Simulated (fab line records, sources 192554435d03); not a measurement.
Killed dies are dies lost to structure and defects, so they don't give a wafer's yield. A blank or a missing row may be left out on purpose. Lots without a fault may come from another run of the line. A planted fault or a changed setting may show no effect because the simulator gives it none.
Split-lot experiment | flow n5_finfet | 7 lots, 21 wafers read, on a route of 1938 steps

THE SPLIT
At N5_BEOL_M12_CMP_49 (polishes, stops on SiOC, t overpolish 20.6 s, target thk 320 nm), the setting down_force_psi was moved away from the recipe's 1 psi on 8 of the 21 wafers read, by -20.7% to +21.0%. The other wafers ran this setting at the recipe's value.

The reading is taken at the split's own step.

THE READING
barrier_field_endpoint_s, in s, at N5_BEOL_M12_CMP_49 (polishes, stops on SiOC, t overpolish 20.6 s, target thk 320 nm). Fault-free wafers of this fab line usually give 30.2 s, standard deviation 0.69 s.

wafer  | tool, chamber at the split | down_force_psi as run, psi | against the recipe | barrier_field_endpoint_s, s | against lot-mates on the recipe
L080.4 | cmp-02, 2                  | 1.118                      | +11.8%             | 28.9                        | -2.2
L080.1 | cmp-02, 3                  | 1.118                      | +11.8%             | 27.2                        | -3.9
L080.5 | cmp-02, 3                  | 1                          | recipe             | 31.1                        | -
L083.4 | cmp-01, 1                  | 1                          | recipe             | 30.3                        | -
L083.2 | cmp-01, 3                  | 1                          | recipe             | 30.7                        | -
L083.3 | cmp-01, 0                  | 1                          | recipe             | 31.2                        | -
L085.4 | cmp-01, 2                  | 1.21                       | +21.0%             | 23.9                        | -5.5
L085.3 | cmp-01, 0                  | 1                          | recipe             | 29.4                        | -
L085.6 | cmp-01, 2                  | 1.21                       | +21.0%             | 24.9                        | -4.5
L084.4 | cmp-03, 1                  | 1.062                      | +6.2%              | 28.6                        | -1.5
L084.3 | cmp-03, 2                  | 1                          | recipe             | 30.5                        | -
L084.6 | cmp-03, 3                  | 1                          | recipe             | 29.8                        | -
L076.2 | cmp-02, 3                  | 1                          | recipe             | 29.8                        | -
L076.3 | cmp-02, 0                  | 1                          | recipe             | 29.7                        | -
L076.1 | cmp-02, 1                  | 1                          | recipe             | 29.0                        | -
L090.1 | cmp-01, 2                  | 1                          | recipe             | 30.2                        | -
L090.3 | cmp-01, 3                  | 1.175                      | +17.5%             | 25.8                        | -4.7
L090.4 | cmp-01, 0                  | 1                          | recipe             | 30.9                        | -
L093.1 | cmp-03, 3                  | 0.7931                     | -20.7%             | 38.5                        | +8.1
L093.3 | cmp-03, 1                  | 0.7931                     | -20.7%             | 37.6                        | +7.2
L093.5 | cmp-03, 3                  | 1                          | recipe             | 30.4                        | -

THE FIT
A straight line over all 21 wafers: barrier_field_endpoint_s changes by -0.308 s for each +1% of down_force_psi; r = -0.97; the points scatter about the line by 0.88 s.
The same after taking each lot's own level away (the mean of its wafers on the recipe; 21 wafers): -0.3 s for each +1%; r = -0.98; scatter 0.71 s.
On that fit, the largest move of down_force_psi shifts the reading by 6.3 s.
The lots' own levels span 29.40 to 31.10 s, that is 2.5 times the standard deviation above.
So the lot-to-lot level changes the slope little: the two slopes agree.
Check: with one of the wafers moved furthest among these (+21.0%) left out of the fit, the line predicts -6.06 s for it against its lot-mates. It came out at -5.5 s against them.
Tool readings at the split's step, against how far the setting was moved: barrier_field_endpoint_s r = -0.97.

OTHER SPLITS ON THESE WAFERS
These wafers also went through other splits before the reading. Each is held against what the fit with the lots' levels taken away leaves over:
other split on the same wafers  | wafers away from the commonest value | r with barrier_field_endpoint_s (lot level and that fit taken away)
N5_BEOL_M8_COAT_22 spin_rpm     | 4                                    | +0.37
N5_BEOL_M8_ETCH_72 h2_flow_sccm | 7                                    | +0.33
N5_BEOL_M9_ETCH_62 source_w     | 5                                    | +0.46
N5_BEOL_M10_COAT_05 spin_rpm    | 3                                    | -0.42
N5_BEOL_M11_EXPOSE_25 dose_mj   | 10                                   | -0.38

THE FILE'S OWN FIT
barrier_field_endpoint_s changes by -0.29 s for each +1% of down_force_psi, r = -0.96.
